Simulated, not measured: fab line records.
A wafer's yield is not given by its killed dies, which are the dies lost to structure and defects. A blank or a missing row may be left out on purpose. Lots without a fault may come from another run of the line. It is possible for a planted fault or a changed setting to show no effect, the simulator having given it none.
Split-lot trial	flow n5_finfet	21 wafers read across 7 lots, on a route 1938 steps long

== THE SPLIT ITSELF ==
At N5_WELL_APT_EXPOSE_05 (exposes mask NWELL, defocus 0 nm, target cd 200 nm), the setting dose_mj was moved away from the recipe's 20.3 on 5 of the 21 wafers read, by -3.0% to -2.6%. For the rest of the wafers, this setting stayed at what the recipe calls for.

== FROM THE SPLIT TO THE READING: what the file shows between them, 3 steps ==
- N5_WELL_APT_PEB_06: peb time 90 s
- N5_WELL_APT_DEVELOP_07: develop time 45 s
- N5_WELL_APT_HARDBAKE_12: time 120 s

== THE READING ==
cd_nm at N5_WELL_APT_CD_MEAS_08, given in nm (cd target 200 nm). Fault-free wafers of this fab line usually give 200.6 nm, standard deviation 1.6 nm.

wafer	tool, chamber at the split	dose_mj as run	against the recipe	cd_nm, nm	against lot-mates on the recipe
L074.3	krf_scanner-01, 0	20.3	recipe	198.1	-
L074.4	krf_scanner-01, 0	19.72	-2.9%	192.7	-6.2
L074.6	krf_scanner-01, 0	20.3	recipe	199.6	-
L078.1	krf_scanner-01, 0	19.69	-3.0%	197.2	-4.6
L078.2	krf_scanner-01, 0	20.3	recipe	201.8	-
L078.4	krf_scanner-01, 0	19.69	-3.0%	199.1	-2.7
L083.4	krf_scanner-01, 0	20.3	recipe	199.7	-
L083.5	krf_scanner-01, 0	20.3	recipe	198.6	-
L083.6	krf_scanner-01, 0	20.3	recipe	199.6	-
L087.2	krf_scanner-02, 0	20.3	recipe	200.8	-
L087.3	krf_scanner-02, 0	20.3	recipe	202.8	-
L087.6	krf_scanner-02, 0	20.3	recipe	202.7	-
L089.2	krf_scanner-02, 0	19.78	-2.6%	196.2	-3.3
L089.3	krf_scanner-02, 0	19.78	-2.6%	195.7	-3.8
L089.4	krf_scanner-02, 0	20.3	recipe	199.5	-
L091.2	krf_scanner-02, 0	20.3	recipe	200.5	-
L091.3	krf_scanner-02, 0	20.3	recipe	201.6	-
L091.4	krf_scanner-02, 0	20.3	recipe	201.8	-
L096.1	krf_scanner-01, 0	20.3	recipe	202.6	-
L096.4	krf_scanner-01, 0	20.3	recipe	202.1	-
L096.6	krf_scanner-01, 0	20.3	recipe	202.2	-

THE FIT
A straight line over all 21 wafers: cd_nm changes by +1.64 nm for each +1% of dose_mj; r = +0.76; the points scatter about the line by 1.8 nm.
The same after taking each lot's own level away (the mean of its wafers on the recipe; 21 wafers): +1.47 nm for each +1%; r = +0.92; scatter 0.81 nm.
Per that fit: largest dose_mj move, reading shift of 4.4 nm.
The span of the lots' own levels, 198.85 to 202.30 nm, comes to 2.2 times the standard deviation stated above.
So the lot-to-lot level blurs the effect unless lot-mates are compared.
Check: for one of the wafers moved furthest among these (-3.0%), held out of the fit, the line's prediction against its lot-mates is -4.35 nm. It came out at -4.6 nm against them.

== THE WHOLE CHAIN: every reading that the file lists as answering this split, in the file's order ==
step	what it does	reading	change (the file's fit)	r (the file's)
N5_WELL_APT_CD_MEAS_08	target cd 200 nm	cd_nm	+1.58 nm for each +1% of the setting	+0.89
N5_WELL_APT_DESCUM_13	chemistry O2, time 7.9 s	WELL_APT.cd_nm (the simulator's own value, which no gauge read)	+1.61 nm for each +1% of the setting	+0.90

== FILE'S OWN FIT ==
cd_nm changes by +1.58 nm for each +1% of dose_mj, r = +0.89.
